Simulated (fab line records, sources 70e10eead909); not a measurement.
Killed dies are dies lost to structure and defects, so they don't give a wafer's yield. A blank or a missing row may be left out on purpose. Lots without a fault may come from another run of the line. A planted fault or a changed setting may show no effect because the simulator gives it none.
fab line records | flow nand_harc
record lots=6 wafers=18 last_day=32
route steps=1302 shown A_BLC@1133 A_M0@1137
lots that met no fault: from a run of the same line without faults
start_h: hours from the record's first day to the start of the lot's first wafer shown | wait_h: hours since the lot's step before | " the same as in the row above | L1.1+2: a row that stands for several wafers | - no value, or no start given | * or withheld: withheld | < > ~ a bound
route shown NAME@n: a module of which the file shows steps, and the number in the route of the first | usual: mean/standard deviation of fault-free wafers | same: alike in all rows | chamber/n: place in a boat | sites: the reading at each site | _std_site: their standard deviation | _edge_site: outer sites' mean less inner sites' | radius_mm: how far each site lies from the wafer's centre | mask NAME#n: copy n | behind: the tool/chamber that last shaped the wafer | hold: why the lot was held/for how many hours/how that ended | device: the transistor (n, p or np) that didn't switch | end of line: the same wafers' tests at the end of the route | a step without rows: its recipe alone | killed: dies lost to structure and defects at the first sort, not the wafer's yield | map: a wafer's dies, x killed, . not, _ none there
set.NAME: the setting as run; set.NAME@STEP: as run at that earlier step | model.NAME: the simulator's own value behind a step, which no gauge read
lots at some steps of the route; a table a step, a row a wafer
services: from which hour (start_h, from the record's first day; less than 0 if before it) a tool's chamber was out of use, for how many hours, and why
## steps
# step NHARC_A_BLC_CMP_25
# recipe t_overpolish_s=30 target_thk_nm=150
# usual edge_zone_pressure_frac=1.000/0.0046 motor_current_A=12.4/1.3 overpolish_run_s=30.001/0.009 slurry_filter_dp_kPa=13.50/0.13 time_to_endpoint_s=29/3.2
# columns lot.wafer tool chamber start_h wait_h edge_zone_pressure_frac motor_current_A overpolish_run_s slurry_filter_dp_kPa time_to_endpoint_s
L104.2 cmp-03 0 522.27 0.5 0.997 12.0 30.010 13.34 27
L104.4 " 2 " " 0.998 15.3 30.000 13.55 31
L104.6 " 1 " " 1.005 10.8 30.015 13.69 25
L108.4 cmp-03 0 558.90 0.3 1.002 12.8 30.007 13.36 23
L108.2 " 2 " " 1.002 14.4 30.005 13.52 21
L108.5 " 1 " " 1.003 10.9 30.008 13.57 23
L107.1 cmp-04 1 560.78 0.4 1.000 13.1 29.992 13.47 28
L107.4 " 0 " " 0.998 14.2 30.013 13.60 32
L107.5 " 1 " " 0.996 12.5 29.992 13.72 30
L112.4 cmp-04 2 607.12 0.3 0.999 10.9 30.012 13.46 33
L112.3 " 0 " " 1.000 13.5 29.997 13.47 35
L112.6 " 1 " " 1.003 13.0 29.993 13.39 30
L122.1 cmp-04 3 706.53 0.4 1.005 11.9 29.989 13.35 27
L122.4 " 0 " " 1.000 13.1 30.000 13.56 32
L122.6 " 1 " " 1.004 13.0 30.001 13.38 28
L121.3 cmp-01 3 710.93 0.2 0.999 12.2 30.000 13.62 30
L121.2 " 0 " " 1.011 14.1 29.983 13.42 31
L121.1 " 2 " " 1.001 13.8 29.992 13.77 29
# step NHARC_A_BLC_SRD_27
# step NHARC_A_BLC_INSPECT_28
# usual raw_defect_count=508/110
# columns lot.wafer tool chamber start_h wait_h raw_defect_count
L104.2 defect_inspect-02 - 522.67 0.1 474
L104.4 " - " " 600
L104.6 " - " " 780
L108.2 defect_inspect-02 - 559.30 0.1 510
L108.4 " - " " 667
L108.5 " - " " 753
L107.1 defect_inspect-01 - 561.19 0.1 448
L107.4 " - " " 481
L107.5 " - " " 457
L112.3 defect_inspect-01 - 607.49 0.1 410
L112.4 " - " " 378
L112.6 " - " " 370
L122.1 defect_inspect-01 - 706.88 0.1 420
L122.4 " - " " 330
L122.6 " - " " 359
L121.1 defect_inspect-02 - 711.33 0.1 532
L121.2 " - " " 639
L121.3 " - " " 468
# step NHARC_A_M0_DEP_00
# recipe target_thk_a=1500 target_thk_nm=150 temp_c=withheld pressure_torr=5 flow_sccm=200 rf_w=600 material=SiOC
# step NHARC_A_M0_DEHYDRATE_01
# recipe temp_c=150 time_s=120
# step NHARC_A_M0_HMDS_02
# recipe time_s=30
# step NHARC_A_M0_COAT_33
# recipe temp_c=200 time_s=65
# step NHARC_A_M0_COAT_03
# recipe spin_rpm=1500 resist_thk_nm=90
# step NHARC_A_M0_SOFTBAKE_04
# recipe temp_c=105 time_s=55
# step NHARC_A_M0_EBR_05
# step NHARC_A_M0_EXPOSE_06
# recipe na=1.35 target_cd_nm=80 dose_mj=83.25 mask_id=A_M0
# step NHARC_A_M0_PEB_07
# recipe peb_temp_c=100 peb_time_s=65
# usual chill_plate_temp_C=23.01/0.12 heater_power_total_W=156.6/0.41 plate_temp_C=99.98/0.14
# same peb_time_s=65
# columns lot.wafer tool chamber start_h wait_h chill_plate_temp_C heater_power_total_W plate_temp_C
L104.2 litho_track-04 0 523.37 0.1 23.05 156.7 100.02
L104.4 " 0 " " 23.02 156.5 99.81
L104.6 " 0 " " 22.87 157.2 100.00
L108.2 litho_track-06 0 559.99 0.1 23.13 156.0 100.03
L108.4 " 0 " " 23.06 155.9 100.09
L108.5 " 0 " " 23.02 157.0 99.85
L107.1 litho_track-06 0 561.88 0.1 22.98 157.1 99.91
L107.4 " 0 " " 22.84 157.1 99.66
L107.5 " 0 " " 23.08 157.1 99.84
L112.3 litho_track-01 0 608.32 0.0 23.04 157.0 100.00
L112.4 " 0 " " 23.11 156.2 100.22
L112.6 " 0 " " 23.01 157.0 100.01
L122.1 litho_track-04 0 707.58 0.1 23.23 152.4 98.16
L122.4 " 0 " " 23.16 152.9 98.09
L122.6 " 0 " " 23.16 153.2 98.15
L121.1 litho_track-04 0 712.19 0.1 23.03 153.0 98.05
L121.2 " 0 " " 23.02 152.4 97.98
L121.3 " 0 " " 22.88 152.3 98.21
# step NHARC_A_M0_DEVELOP_08
# recipe develop_time_s=35 dev_temp_c=23
# step NHARC_A_M0_CD_MEAS_09
# recipe target_cd_nm=80 landing_energy_ev=500
# usual cd_nm=79.7/0.71
# columns lot.wafer tool chamber start_h wait_h cd_nm
L104.2 cd_sem-02 0 523.45 - 79.1
L104.4 " 0 " " 79.8
L104.6 " 0 " " 78.7
L108.2 cd_sem-01 0 560.08 - 80.2
L108.4 " 0 " " 80.2
L108.5 " 0 " " 80.7
L107.1 cd_sem-02 0 561.96 - 78.8
L107.4 " 0 " " 79.5
L107.5 " 0 " " 79.2
L112.3 cd_sem-01 0 608.40 - 80.9
L112.4 " 0 " " 80.8
L112.6 " 0 " " 80.1
L122.1 cd_sem-02 0 707.66 - 72.3
L122.4 " 0 " " 72.0
L122.6 " 0 " " 72.3
L121.1 cd_sem-02 0 712.27 - 71.8
L121.2 " 0 " " 73.3
L121.3 " 0 " " 72.5
# step NHARC_A_M0_OVL_MEAS_10
# recipe pitch_nm=160
# usual overlay_x_nm=-0.1/0.97 overlay_y_nm=0.0/0.86
# columns lot.wafer tool chamber start_h wait_h overlay_x_nm overlay_y_nm
L104.2 overlay-01 - 523.55 - -0.7 -0.7
L104.4 " - " " -0.2 -0.7
L104.6 " - " " -0.4 -0.3
L108.2 overlay-02 - 560.17 - 0.3 -0.7
L108.4 " - " " 0.7 -0.6
L108.5 " - " " 0.9 -1.1
L107.1 overlay-01 - 562.05 - 0.3 0.2
L107.4 " - " " 0.0 0.5
L107.5 " - " " 0.3 0.0
L112.3 overlay-01 - 608.48 - -0.7 -1.0
L112.4 " - " " -0.6 -0.6
L112.6 " - " " -0.6 -1.3
L122.1 overlay-01 - 707.74 - 1.3 0.3
L122.4 " - " " 1.4 0.4
L122.6 " - " " 0.4 0.8
L121.1 overlay-01 - 712.36 - -0.5 1.0
L121.2 " - " " -1.1 0.5
L121.3 " - " " -0.8 0.5
# step NHARC_A_M0_INSPECT_11
# usual raw_defect_count=74/37
# columns lot.wafer tool chamber start_h wait_h raw_defect_count
L104.2 defect_inspect-01 - 523.59 0.0 64
L104.4 " - " " 63
L104.6 " - " " 69
L108.2 defect_inspect-01 - 560.20 0.0 59
L108.4 " - " " 59
L108.5 " - " " 50
L107.1 defect_inspect-02 - 562.08 0.0 19
L107.4 " - " " 26
L107.5 " - " " 14
L112.3 defect_inspect-01 - 608.52 0.0 51
L112.4 " - " " 64
L112.6 " - " " 75
L122.1 defect_inspect-02 - 707.78 0.0 34
L122.4 " - " " 35
L122.6 " - " " 37
L121.1 defect_inspect-01 - 712.40 0.0 99
L121.2 " - " " 111
L121.3 " - " " 103
# step NHARC_A_M0_DESCUM_14
# recipe time_s=3 o2_flow_sccm=200 ar_flow_sccm=0 bias_power_w=0 chemistry=O2
# usual drypump_motor_current_A=5.7/0.47 o2_flow_sccm=200.0/0.64 oes_product_au=0.998/0.0089 rf_vpp_V=57.8/0.75 showerhead_plenum_p_Torr=1.92/0.062 throttle_valve_pct=11.312/0.0095
# columns lot.wafer tool chamber start_h wait_h drypump_motor_current_A o2_flow_sccm oes_product_au rf_hours_counter_h rf_vpp_V showerhead_plenum_p_Torr throttle_valve_pct model.A_M0.cd_nm
L104.4 rie_diel-11 1 523.65 0.1 6.0 199.8 0.996 2.5 57.3 2.01 11.310 80.36
L104.2 " 3 " " 4.7 199.6 1.006 2.2 56.6 1.86 11.312 79.5
L104.6 " 1 " " 6.0 199.9 1.001 - 56.8 2.01 11.315 79.29
L108.4 rie_diel-05 3 560.27 0.1 5.7 199.5 0.993 9.2 56.4 1.91 11.300 80.2
L108.2 " 0 " " 5.0 198.7 0.992 9.5 58.3 1.93 11.295 80.28
L108.5 " 3 " " 5.7 199.3 0.990 - 58.3 1.91 11.336 80.38
L107.1 rie_diel-09 0 562.15 0.1 5.9 199.4 1.011 3.2 58.0 2.01 11.308 78.48
L107.4 " 1 " " 5.3 199.5 1.005 3.6 58.3 1.87 11.305 80.39
L107.5 " 0 " " 5.9 199.5 0.996 - 57.7 2.01 11.301 79.1
L112.3 rie_diel-05 1 608.58 0.1 6.5 198.8 1.012 0.9 57.3 1.79 11.318 81.05
L112.4 " 0 " " 5.0 200.1 0.979 1.3 57.5 1.93 11.314 81.29
L112.6 " 2 " " 5.3 200.4 0.996 - 57.8 1.85 11.307 79.84
L122.1 rie_diel-09 3 707.86 0.1 5.8 199.5 0.995 0.5 57.9 1.89 11.297 73.09
L122.4 " 1 " " 5.3 200.8 0.995 - 57.8 1.87 11.320 71.24
L122.6 " 3 " " 5.8 198.9 0.998 - 58.5 1.89 11.308 72.65
L121.3 rie_diel-09 1 712.46 0.1 5.3 200.4 1.003 0.8 56.6 1.87 11.317 72.01
L121.1 " 3 " " 5.8 199.1 0.999 0.6 57.6 1.89 11.312 72.28
L121.2 " 0 " " 5.9 199.7 1.005 0.7 58.8 2.01 11.302 72.62
# step NHARC_A_M0_ETCH_34
# recipe target_depth_a=400 overetch_a=120 time_s=43.94 ion_energy_ev=200 n2_flow_sccm=150 h2_flow_sccm=150 ar_flow_sccm=0 rf_w=400 bias_w=150 chemistry=N2/H2
# usual drypump_motor_current_A=5.7/0.49 n2_flow_sccm=150.0/0.45 oes_product_au=1.000/0.01 rf_vpp_V=430.5/2.1 showerhead_plenum_p_Torr=2.04/0.071 throttle_valve_pct=14.171/0.01
# columns lot.wafer tool chamber start_h wait_h drypump_motor_current_A n2_flow_sccm oes_product_au rf_hours_counter_h rf_vpp_V showerhead_plenum_p_Torr throttle_valve_pct
L104.4 rie_diel-11 0 523.74 0.1 6.2 150.1 1.005 2.4 433.4 2.12 14.161
L104.2 " 1 " " 6.0 149.9 1.016 2.5 434.9 2.15 14.190
L104.6 " 0 " " 6.2 150.7 1.012 - 433.4 2.12 14.163
L108.2 rie_diel-05 2 560.36 0.1 5.2 149.5 1.013 9.7 429.0 1.97 14.167
L108.4 " 3 " " 5.7 150.2 0.997 9.2 429.7 2.03 14.174
L108.5 " 1 " " 6.5 150.8 1.007 - 426.3 1.91 14.196
L107.4 rie_diel-09 0 562.23 0.1 6.0 150.9 1.012 3.2 433.9 2.15 14.183
L107.1 " 3 " " 5.8 149.8 1.002 3.6 429.1 2.01 14.176
L107.5 " 1 " " 5.3 149.6 0.998 - 429.0 2.00 14.165
L112.3 rie_diel-05 1 608.67 0.1 6.5 149.7 1.008 0.9 426.5 1.91 14.166
L112.4 " 2 " " 5.3 149.9 0.995 0.8 429.0 1.97 14.164
L112.6 " 2 " " 5.2 149.7 0.997 - 428.1 1.97 14.165
L122.1 rie_diel-09 3 707.95 0.1 5.8 150.5 0.989 0.5 429.7 2.01 14.191
L122.6 " 1 " " 5.3 149.7 0.984 - 429.5 1.99 14.168
L122.4 " 0 " " 5.9 150.0 1.003 - 433.3 2.14 14.180
L121.3 rie_diel-09 3 712.56 0.1 5.8 149.8 0.997 0.6 431.2 2.01 14.167
L121.2 " 1 " " 5.3 150.4 0.991 0.8 428.8 1.99 14.168
L121.1 " 2 " " 6.1 149.3 1.005 0.5 431.0 2.08 14.173
# step NHARC_A_M0_ETCH_15
# recipe target_depth_a=1500 overetch_a=150 time_s=82.5 c4f8_flow_sccm=withheld ar_flow_sccm=400 rf_w=600 bias_w=300 chemistry=C4F8/Ar
# usual oes_product_au=0.956/0.02 rf_vpp_V=440.9/2.1
# columns lot.wafer tool chamber start_h wait_h oes_product_au rf_hours_counter_h rf_vpp_V model.A_M0.cd_nm
L104.2 rie_diel-11 2 - - 0.922 2.6 442.4 79.3
L104.4 " 0 " " 0.930 2.4 443.8 80.39
L104.6 " 2 " " 0.927 - 441.4 79.16
L108.2 rie_diel-05 0 - - 0.968 9.6 443.0 79.84
L108.4 " 2 " " 0.962 9.8 437.6 80.04
L108.5 " 1 " " 0.984 - 437.6 80.11
L107.4 rie_diel-09 3 - - 0.966 3.6 439.9 79.89
L107.1 " 1 " " 0.987 3.6 438.8 77.91
L107.5 " 3 " " 0.966 - 440.8 79.1
L112.4 rie_diel-05 2 - - 0.962 0.8 438.7 80.85
L112.3 " 3 " " 0.967 1.2 439.0 80.83
L112.6 " 2 " " 0.967 - 439.3 79.52
L122.1 rie_diel-09 1 - - 0.913 0.7 439.7 72.76
L122.6 " 3 " " 0.924 - 440.4 72.24
L122.4 " 0 " " 0.933 - 443.7 70.77
L121.3 rie_diel-09 3 - - 0.956 0.6 440.9 72.31
L121.2 " 1 " " 0.959 0.8 439.1 72.3
L121.1 " 2 " " 0.929 0.5 443.0 72.48
# step NHARC_A_M0_CD_MEAS_16
# usual cd_nm=79.6/0.85
# columns lot.wafer tool chamber start_h wait_h cd_nm
L104.2 cd_sem-02 - 523.95 - 79.4
L104.4 " - " " 80.3
L104.6 " - " " 79.4
L108.2 cd_sem-01 - 560.57 - 79.9
L108.4 " - " " 79.7
L108.5 " - " " 80.2
L107.1 cd_sem-01 - 562.44 - 77.9
L107.4 " - " " 80.2
L107.5 " - " " 79.3
L112.3 cd_sem-02 - 608.89 - 80.9
L112.4 " - " " 80.9
L112.6 " - " " 79.4
L122.1 cd_sem-01 - 708.18 - 72.6
L122.4 " - " " 70.8
L122.6 " - " " 71.9
L121.1 cd_sem-01 - 712.78 - 72.7
L121.2 " - " " 72.3
L121.3 " - " " 72.4
## services
# columns tool chamber start_h hours kind
rie_diel-05 1 506.23 16.4 repair
rie_diel-05 3 526.69 4.7 repair
litho_track-06 - 529.00 7.0 pm
rie_diel-05 1 547.75 3.1 repair
litho_track-04 - 553.00 7.0 pm
cmp-03 - 554.12 4.0 pm
cmp-04 - 576.05 4.0 pm
rie_diel-09 3 580.02 9.2 repair
rie_diel-05 - 583.60 9.0 pm
cmp-03 - 587.84 7.6 repair
cmp-04 - 589.22 2.8 repair
rie_diel-09 3 607.23 8.0 repair
rie_diel-11 - 609.75 9.0 pm
cmp-04 - 617.22 0.6 repair
rie_diel-09 1 622.14 5.5 repair
rie_diel-05 - 631.67 1.0 repair
cmp-03 - 652.12 4.0 pm
rie_diel-11 0 664.13 10.0 repair
cmp-04 - 674.05 4.0 pm
rie_diel-09 - 674.10 9.0 pm
rie_diel-05 1 696.34 12.7 repair
litho_track-06 - 704.00 7.0 pm
rie_diel-09 2 705.82 6.6 repair
cmp-03 - 706.42 1.7 repair
## key
first_sign step=NHARC_A_M0_PEB_07 reading=plate_temp_C direction=down sigmas=13 usual=* struck=*
effect step=NHARC_A_M0_PEB_07 reading=heater_power_total_W direction=down sigmas=9.5 usual=* struck=*
effect step=NHARC_A_M0_CD_MEAS_09 reading=cd_nm direction=down sigmas=10 usual=79.7 struck=72.4 through=control_loop
effect step=NHARC_A_M0_CD_MEAS_16 reading=cd_nm direction=down sigmas=8.7 usual=79.6 struck=72.1 through=control_loop
model_effect step=NHARC_A_M0_DESCUM_14 value=A_M0.cd_nm without=78.97 struck=72.32
model_effect step=NHARC_A_M0_ETCH_15 value=A_M0.cd_nm without=78.8 struck=72.14
met_at NHARC_A_M0_PEB_07
struck_wafers L121.1,L121.2,L121.3,L122.1,L122.4,L122.6
sort_left_out L121.1,L121.2,L121.3,L122.1,L122.4,L122.6
loop_trim step=NHARC_A_M0_EXPOSE_06 setting=dose lots=L121
onset_between 523.37 707.58
fault kind=process_parameter_drift tool=litho_track-04 chamber=- onset_h=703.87 steps=NHARC_A_M0_PEB_07 channel=peb_temp_c offset=* shape=step end_h=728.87 acts_in=* stated=*
# sort_left_out: the simulated sort isn't trusted on such a fault, so these wafers' sort isn't shown, and their yield isn't known
# loop_trim: a control loop set the setting to another value than it would have without faults
